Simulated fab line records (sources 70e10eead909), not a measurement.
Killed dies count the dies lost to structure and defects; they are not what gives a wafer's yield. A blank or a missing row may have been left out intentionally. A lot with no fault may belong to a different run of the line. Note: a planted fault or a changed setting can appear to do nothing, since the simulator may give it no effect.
fab line records ; flow nandHarc
record lots=12; wafers=36; lastDay=33
route steps=1302 shown A_ONON_D2@550 A_CHANNEL_HOLE_D2@570 END@1302
lots with no fault: from the same line, run without faults
startH: the number of hours between the record's first day and the start of the first shown wafer of the lot ; waitH: hours since the lot's step before ; " repeats the value in the row above ; L1.1+2: a row that stands for several wafers ; - either no value or no given start ; * or withheld: withheld ; < > ~ a bound
route shown NAME@n: a module of which the file shows steps, and the number in the route of the first ; usual: the fault-free wafers' mean and standard deviation ; same: alike in all rows ; chamber/n: place in a boat ; sites: per-site readings ; _std_site: standard deviation across them ; _edge_site: mean of outer sites minus mean of inner sites ; radiusMm: how far each site lies from the wafer's centre ; mask NAME#n: copy n ; behind: the last tool/chamber to shape the wafer ; hold: why the lot went on hold/how many hours it stayed there/how the hold came to an end ; device: whichever transistor did not switch (one of n, p or np) ; end of line: the tests these same wafers got at the end of their route ; where a step has no rows: the recipe by itself ; killed: count of dies lost to structure and defects at first sort (not the wafer's yield) ; map: a wafer's dies, x killed, . not, _ none there
set.NAME: setting as actually run; set.NAME@STEP: the setting as run at that earlier step ; model.NAME: the simulator's own value behind a step, which no gauge read
one table for each step of the route and one row for each wafer, over a sample of lots
services: from which hour (startH, from the record's first day; less than 0 if before it) a tool's chamber was out of use, for how many hours, and why
## steps
# step NHARC_A_ONON_D2_THK_MEAS_08
# recipe thkMeasGauge=ellipsometry
# usual thkNm=994/9.9
lot.wafer;tool;chamber;startH;waitH;thkNm
L132.2;filmMetro-02;-;275.51;-;997
L132.3;filmMetro-02;-;275.51;-;997
L132.6;filmMetro-02;-;275.51;-;998
L134.1;filmMetro-01;-;313.22;-;990
L134.2;filmMetro-01;-;313.22;-;991
L134.5;filmMetro-01;-;313.22;-;991
L137.1;filmMetro-02;-;338.69;-;991
L137.3;filmMetro-02;-;338.69;-;991
L137.5;filmMetro-02;-;338.69;-;991
L138.3;filmMetro-01;-;349.92;-;1001
L138.5;filmMetro-01;-;349.92;-;998
L138.6;filmMetro-01;-;349.92;-;999
L140.2;filmMetro-01;-;355.67;-;978
L140.3;filmMetro-01;-;355.67;-;974
L140.4;filmMetro-01;-;355.67;-;976
L141.1;filmMetro-01;-;386.55;-;1003
L141.5;filmMetro-01;-;386.55;-;1004
L141.6;filmMetro-01;-;386.55;-;1002
L142.1;filmMetro-01;-;393.25;-;1004
L142.4;filmMetro-01;-;393.25;-;1005
L142.6;filmMetro-01;-;393.25;-;1007
L144.3;filmMetro-02;-;400.02;-;1001
L144.4;filmMetro-02;-;400.02;-;1002
L144.6;filmMetro-02;-;400.02;-;1000
L146.3;filmMetro-01;-;415.53;-;987
L146.5;filmMetro-01;-;415.53;-;986
L146.6;filmMetro-01;-;415.53;-;987
L145.2;filmMetro-01;-;415.55;-;991
L145.3;filmMetro-01;-;415.55;-;989
L145.5;filmMetro-01;-;415.55;-;991
L150.1;filmMetro-01;-;465.74;-;986
L150.2;filmMetro-01;-;465.74;-;988
L150.5;filmMetro-01;-;465.74;-;987
L154.1;filmMetro-01;-;503.97;-;976
L154.3;filmMetro-01;-;503.97;-;978
L154.5;filmMetro-01;-;503.97;-;978
# step NHARC_A_CHANNEL_HOLE_D2_DEP_00
# recipe targetThkA=31000; tempC=400; material=aC
# usual susceptorTempC=399.99/0.21; throttleValvePct=35.000/0.0092
lot.wafer;tool;chamber;startH;waitH;susceptorTempC;throttleValvePct
L132.2;aclDep-01;0;288.80;2.0;399.84;34.996
L132.3;aclDep-01;0;288.80;2.0;400.31;34.999
L132.6;aclDep-01;0;288.80;2.0;400.25;34.991
L134.1;aclDep-03;0;324.94;0.1;399.74;34.996
L134.2;aclDep-03;0;324.94;0.1;400.06;35.000
L134.5;aclDep-03;0;324.94;0.1;399.83;35.007
L137.1;aclDep-03;0;350.03;0.1;399.94;35.000
L137.3;aclDep-03;0;350.03;0.1;400.12;35.017
L137.5;aclDep-03;0;350.03;0.1;400.12;35.009
L140.2;aclDep-03;0;367.16;2.6;399.88;35.005
L140.3;aclDep-03;0;367.16;2.6;400.12;35.007
L140.4;aclDep-03;0;367.16;2.6;399.65;35.002
L138.3;aclDep-01;0;367.61;3.0;-;35.017
L138.5;aclDep-01;0;367.61;3.0;-;35.005
L138.6;aclDep-01;0;367.61;3.0;-;35.000
L141.1;aclDep-03;0;398.24;0.1;-;34.998
L141.5;aclDep-03;0;399.49;1.3;-;34.976
L141.6;aclDep-03;0;399.49;1.3;-;35.005
L142.1;aclDep-03;0;404.78;0.3;399.94;35.001
L142.4;aclDep-03;0;404.78;0.3;399.81;35.009
L142.6;aclDep-03;0;404.78;0.3;399.83;34.998
L144.3;aclDep-02;0;412.42;0.7;-;35.010
L144.4;aclDep-02;0;412.42;0.7;-;35.005
L144.6;aclDep-02;0;412.42;0.7;-;34.998
L146.3;aclDep-02;0;427.83;1.0;-;35.001
L146.5;aclDep-02;0;427.83;1.0;-;34.998
L146.6;aclDep-02;0;427.83;1.0;-;34.996
L145.2;aclDep-01;0;429.46;2.6;400.05;35.000
L145.3;aclDep-01;0;429.46;2.6;399.69;35.007
L145.5;aclDep-01;0;429.46;2.6;399.82;34.999
L150.1;aclDep-01;0;477.10;0.1;400.22;35.000
L150.2;aclDep-01;0;477.10;0.1;400.04;35.015
L150.5;aclDep-01;0;477.10;0.1;400.20;34.997
L154.1;aclDep-03;0;512.54;0.1;400.03;34.987
L154.3;aclDep-03;0;512.54;0.1;400.24;34.987
L154.5;aclDep-03;0;512.54;0.1;400.40;35.003
# step NHARC_A_CHANNEL_HOLE_D2_DEP_01
# recipe targetThkA=1400; targetThkNm=140; tempC=400; pressureTorr=3.5; flowSccm=200; rfW=350; material=SiON
# usual chamberPressureTorr=3.500/0.0074; heaterPowerOuterW=421/45; heaterPowerW=717/68; showerheadVppV=1146/33
lot.wafer;tool;chamber;startH;waitH;chamberPressureTorr;heaterPowerOuterW;heaterPowerW;showerheadVppV;sinceWetCleanH
L132.3;pecvd-03;0;290.40;1.0;3.509;422;672;1094;92
L132.2;pecvd-03;2;290.40;1.0;3.497;323;594;1155;92
L132.6;pecvd-03;2;290.40;1.0;3.504;347;589;1159;-
L134.2;pecvd-01;0;326.86;1.3;3.495;420;695;1138;3
L134.1;pecvd-01;2;326.86;1.3;3.503;448;770;1155;3
L134.5;pecvd-01;2;326.86;1.3;3.492;447;760;1149;-
L137.3;pecvd-01;2;351.95;1.0;3.486;349;646;1142;28
L137.1;pecvd-01;1;351.95;1.0;3.498;432;747;1160;28
L137.5;pecvd-01;1;351.95;1.0;3.498;435;738;1164;-
L140.2;pecvd-01;1;368.79;1.3;3.508;516;859;1153;45
L140.3;pecvd-01;2;368.79;1.3;3.503;360;651;1126;45
L140.4;pecvd-01;1;368.79;1.3;3.511;520;856;1161;-
L138.3;pecvd-02;1;368.88;1.0;3.495;413;708;1168;129
L138.5;pecvd-02;2;368.88;1.0;3.495;393;661;1216;-
L138.6;pecvd-02;0;368.88;1.0;3.502;405;748;1046;-
L141.1;pecvd-03;1;400.19;1.6;3.504;435;717;1156;21
L141.6;pecvd-03;2;400.19;1.6;3.491;348;617;1159;-
L141.5;pecvd-03;1;400.19;1.6;3.492;450;734;1139;-
L142.1;pecvd-01;0;406.71;1.6;3.510;440;744;1142;83
L142.4;pecvd-01;0;406.71;1.6;3.500;450;742;1142;-
L142.6;pecvd-01;2;406.71;1.6;3.501;426;741;1146;-
L144.3;pecvd-01;2;413.76;1.0;-;-;-;-;-
L144.4;pecvd-01;0;413.76;1.0;-;-;-;-;-
L144.6;pecvd-01;2;413.76;1.0;-;-;-;-;-
L146.3;pecvd-02;1;429.11;1.0;-;-;-;-;-
L146.5;pecvd-02;1;429.11;1.0;-;-;-;-;-
L146.6;pecvd-02;2;429.11;1.0;-;-;-;-;-
L145.2;pecvd-03;0;431.09;1.3;3.492;418;704;1105;52
L145.3;pecvd-03;2;431.09;1.3;3.496;377;658;1148;52
L145.5;pecvd-03;0;431.09;1.3;3.499;421;696;1098;-
L150.2;pecvd-01;1;479.03;1.3;3.505;496;833;1153;155
L150.1;pecvd-01;0;479.03;1.3;3.501;444;734;1143;155
L150.5;pecvd-01;0;479.03;1.3;3.490;448;735;1152;-
L154.3;pecvd-03;1;514.51;1.0;3.498;444;756;1151;136
L154.1;pecvd-03;2;514.51;1.0;3.509;388;653;1191;136
L154.5;pecvd-03;0;514.51;1.0;3.504;459;759;1111;-
# step NHARC_A_CHANNEL_HOLE_D2_ETCH_39
# recipe targetDepthA=2600; overEtchFrac=0.3; timeS=325; ionEnergyEv=200; n2FlowSccm=150; h2FlowSccm=150; arFlowSccm=0; rfW=400; biasW=150; chemistry=N2/H2
# usual drypumpMotorCurrentA=5.9/0.55; n2FlowSccm=150.0/0.4; oesProductAu=0.999/0.007; rfVppV=432.1/2.2; showerheadPlenumPTorr=2.10/0.087; throttleValvePct=14.172/0.0084
lot.wafer;tool;chamber;startH;waitH;drypumpMotorCurrentA;n2FlowSccm;oesProductAu;rfHoursCounterH;rfVppV;showerheadPlenumPTorr;throttleValvePct
L132.2;rieDiel-09;3;-;-;6.3;149.2;1.000;8;433.8;2.16;14.167
L132.3;rieDiel-09;0;-;-;5.7;150.6;0.983;8;434.9;2.20;14.173
L132.6;rieDiel-09;2;-;-;6.1;149.6;1.001;-;430.9;2.05;14.170
L134.1;rieDiel-04;3;-;-;6.7;149.2;0.998;7;430.1;1.98;14.184
L134.2;rieDiel-04;1;-;-;5.4;149.5;0.989;7;430.6;2.06;14.167
L134.5;rieDiel-04;2;-;-;6.3;150.3;0.987;-;435.5;2.20;14.173
L137.1;rieDiel-04;0;-;-;5.5;149.9;0.990;8;434.0;2.14;14.172
L137.3;rieDiel-04;2;-;-;6.3;150.7;1.002;8;434.7;2.20;14.175
L137.5;rieDiel-04;0;-;-;5.5;149.7;0.991;-;434.2;2.14;14.178
L138.3;rieDiel-09;0;-;-;5.7;150.0;0.992;1;433.9;2.20;14.170
L138.5;rieDiel-09;0;-;-;5.7;149.6;0.996;-;436.4;2.20;14.162
L138.6;rieDiel-09;1;-;-;6.7;150.1;1.010;-;428.8;1.96;14.171
L140.3;rieDiel-04;3;-;-;6.7;149.7;1.004;0;428.4;1.98;14.167
L140.2;rieDiel-04;2;-;-;6.3;150.6;0.998;0;434.0;2.20;14.169
L140.4;rieDiel-04;3;-;-;6.6;149.4;1.009;-;429.4;1.98;14.167
L141.1;rieDiel-09;2;-;-;6.2;149.7;0.989;2;429.4;2.05;14.172
L141.6;rieDiel-09;0;-;-;5.7;150.4;0.994;-;433.7;2.20;14.164
L141.5;rieDiel-09;1;-;-;6.7;149.3;1.002;-;427.9;1.96;14.172
L142.1;rieDiel-09;2;-;-;6.2;149.6;1.004;3;431.3;2.05;14.179
L142.4;rieDiel-09;3;-;-;6.2;150.0;1.004;2;433.5;2.16;14.164
L142.6;rieDiel-09;1;-;-;6.7;149.9;1.006;-;428.6;1.96;14.169
L144.3;rieDiel-09;1;-;-;6.7;150.6;1.003;4;429.3;1.96;14.178
L144.4;rieDiel-09;0;-;-;5.7;149.9;0.996;-;434.0;2.20;14.167
L144.6;rieDiel-09;2;-;-;6.2;149.9;0.990;-;430.3;2.04;14.180
L146.3;rieDiel-04;0;-;-;5.5;150.0;0.990;3;431.1;2.14;14.183
L146.6;rieDiel-04;0;-;-;5.4;149.7;0.998;-;433.7;2.14;14.166
L146.5;rieDiel-04;3;-;-;6.7;150.0;0.998;-;429.0;1.98;14.165
L145.3;rieDiel-01;1;-;-;5.4;149.7;0.995;2;433.6;2.19;14.167
L145.2;rieDiel-01;3;-;-;6.5;149.2;1.005;2;430.5;2.03;14.186
L145.5;rieDiel-01;1;-;-;5.4;150.5;0.990;-;433.6;2.19;14.174
L150.1;rieDiel-04;1;-;-;5.4;149.6;0.987;4;430.3;2.05;14.174
L150.2;rieDiel-04;0;-;-;5.4;149.3;0.994;6;433.0;2.14;14.175
L150.5;rieDiel-04;1;-;-;5.4;150.5;1.000;-;430.4;2.05;14.189
L154.3;rieDiel-09;0;-;-;5.7;150.0;0.991;0;434.6;2.20;14.173
L154.1;rieDiel-09;3;-;-;6.2;150.1;0.998;0;433.7;2.16;14.182
L154.5;rieDiel-09;0;-;-;5.7;150.1;0.991;-;435.0;2.20;14.184
# step NHARC_END_SORT_01
# recipe tempC=25
# usual killedAtArray=59/19; killedAtOther=0.6/0.85; killedAtPeriphery=3.8/2.5; killedDies=64/19; killedOpen=3.3/1.8; killedShort=2.2/1.6
# same grossDies=677
lot.wafer;tool;chamber;startH;waitH;killedAtArray;killedAtOther;killedAtPeriphery;killedDies;killedOpen;killedShort
L144.3;prober-02;0;700.93;5.5;674;0;3;677;4;1
L144.4;prober-02;0;701.73;5.8;675;0;2;677;5;2
L144.6;prober-02;0;703.35;6.4;673;0;4;677;3;3
L146.3;prober-01;0;701.90;3.1;675;0;2;677;3;0
L146.5;prober-01;0;703.50;3.7;675;0;2;677;1;2
L146.6;prober-01;0;704.31;4.0;671;1;5;677;3;5
# killed by level:class
L144.3 A_CHANNEL_HOLE_D2:areaDep=590 A_CHANNEL_HOLE_D1:chamberFilmFlake=32 A_SLIT:chamberFilmFlake=29 A_CHANNEL_HOLE_D2:chamberFilmFlake=12 A_CONTACT:chamberFilmFlake=4 A_CHANNEL_FILL_D2:geometricParticle:open=2 A_WL_FILL:chamberFilmFlake=2 P_CONTACT:geometricParticle:open=1
L144.4 A_CHANNEL_HOLE_D2:areaDep=599 A_CHANNEL_HOLE_D1:chamberFilmFlake=26 A_SLIT:chamberFilmFlake=24 A_CHANNEL_HOLE_D2:chamberFilmFlake=11 A_CONTACT:chamberFilmFlake=5 A_ONON_D1:geometricParticle:short=2 A_CHANNEL_FILL_D1:geometricParticle:open=2 A_BONDPAD:chamberFilmFlake=2
L146.3 A_CHANNEL_HOLE_D2:areaDep=607 A_SLIT:chamberFilmFlake=29 A_CHANNEL_HOLE_D1:chamberFilmFlake=26 A_CONTACT:chamberFilmFlake=6 A_CHANNEL_FILL_D2:chamberFilmFlake=3 A_BLC:geometricParticle:open=2 P_CONTACT:geometricParticle:open=1 P_GATE:chamberFilmFlake=1
L144.6 A_CHANNEL_HOLE_D2:areaDep=602 A_SLIT:chamberFilmFlake=28 A_CHANNEL_HOLE_D1:chamberFilmFlake=18 A_CHANNEL_HOLE_D2:chamberFilmFlake=10 A_CONTACT:chamberFilmFlake=5 A_BONDPAD:chamberFilmFlake=3 P_M1:chamberFilmFlake=2 A_WL_FILL:chamberFilmFlake=2
L146.5 A_CHANNEL_HOLE_D2:areaDep=600 A_CHANNEL_HOLE_D1:chamberFilmFlake=34 A_SLIT:chamberFilmFlake=33 A_STAIRCASE:chamberFilmFlake=2 A_CONTACT:chamberFilmFlake=2 P_CONTACT:geometricParticle:short=1 A_CHANNEL_FILL_D1:geometricParticle:open=1 A_CONTACT:geometricParticle:short=1
L146.6 A_CHANNEL_HOLE_D2:areaDep=602 A_SLIT:chamberFilmFlake=33 A_CHANNEL_HOLE_D1:chamberFilmFlake=21 A_STAIRCASE:chamberFilmFlake=4 P_ZERO_WELL:chamberFilmFlake=3 A_WL_FILL:chamberFilmFlake=2 P_CONTACT:geometricParticle:short=1 P_M0:geometricParticle:open=1
## services
tool;chamber;startH;hours;kind
pecvd-01;-;266.43;0.6;repair
rieDiel-09;1;285.79;15.3;repair
aclDep-03;-;303.82;13.0;pm
pecvd-01;-;311.21;13.0;pm
rieDiel-09;-;316.92;0.6;repair
rieDiel-09;-;320.10;9.0;pm
rieDiel-09;3;329.61;22.1;repair
rieDiel-04;-;354.94;9.0;pm
pecvd-03;-;366.00;13.0;pm
rieDiel-04;1;367.52;6.1;repair
aclDep-01;-;372.71;13.0;pm
rieDiel-04;3;391.62;19.5;repair
rieDiel-09;3;410.26;11.6;repair
rieDiel-04;1;429.84;5.4;repair
pecvd-01;1;432.92;22.8;repair
pecvd-03;-;441.80;0.8;repair
rieDiel-04;2;452.62;6.5;repair
rieDiel-04;-;472.34;0.3;repair
pecvd-01;1;484.64;6.0;repair
aclDep-03;-;485.00;13.0;pm
pecvd-01;-;492.21;13.0;pm
rieDiel-04;0;496.20;5.7;repair
rieDiel-09;-;497.10;9.0;pm
rieDiel-04;3;501.64;4.6;repair
## key
firstSign step=NHARC_A_CHANNEL_HOLE_D2_DEP_01; reading=toolRecord; direction=missing
effect step=NHARC_END_SORT_01; reading=killedDies; direction=up; sigmas=33; usual=64; struck=677
moreKillsBornAt NHARC_A_CHANNEL_HOLE_D2_DEP_01@pecvd-02=1809; NHARC_A_CHANNEL_HOLE_D2_DEP_01@pecvd-01=1791
metAt NHARC_A_CHANNEL_HOLE_D2_DEP_01
struckLots L144,L146
laterRowsLeftOut L144.3,L144.4,L144.6,L146.3,L146.5,L146.6
testerLeftOut L144,L146
notActingAt NHARC_A_ONON_D2_THK_MEAS_08,NHARC_A_CHANNEL_HOLE_D2_DEP_00,NHARC_A_CHANNEL_HOLE_D2_ETCH_39
onsetBetween 406.71 413.76
fault kind=skippedStepWhole; tool=pecvd-01,pecvd-02; chamber=-; onsetH=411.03; steps=NHARC_A_CHANNEL_HOLE_D2_DEP_01; scope=struckLotsOnly
# testerLeftOut: of these lots the tester's yield and bins aren't shown, on N5 and GAA mostly nor the transistor test; their killed dies are dies lost to structure and defects alone, not to doping, threshold or leakage, so they don't give the yield
# laterRowsLeftOut: the simulator's readings of these wafers behind a module that went badly wrong aren't trusted and aren't shown, but for the sort
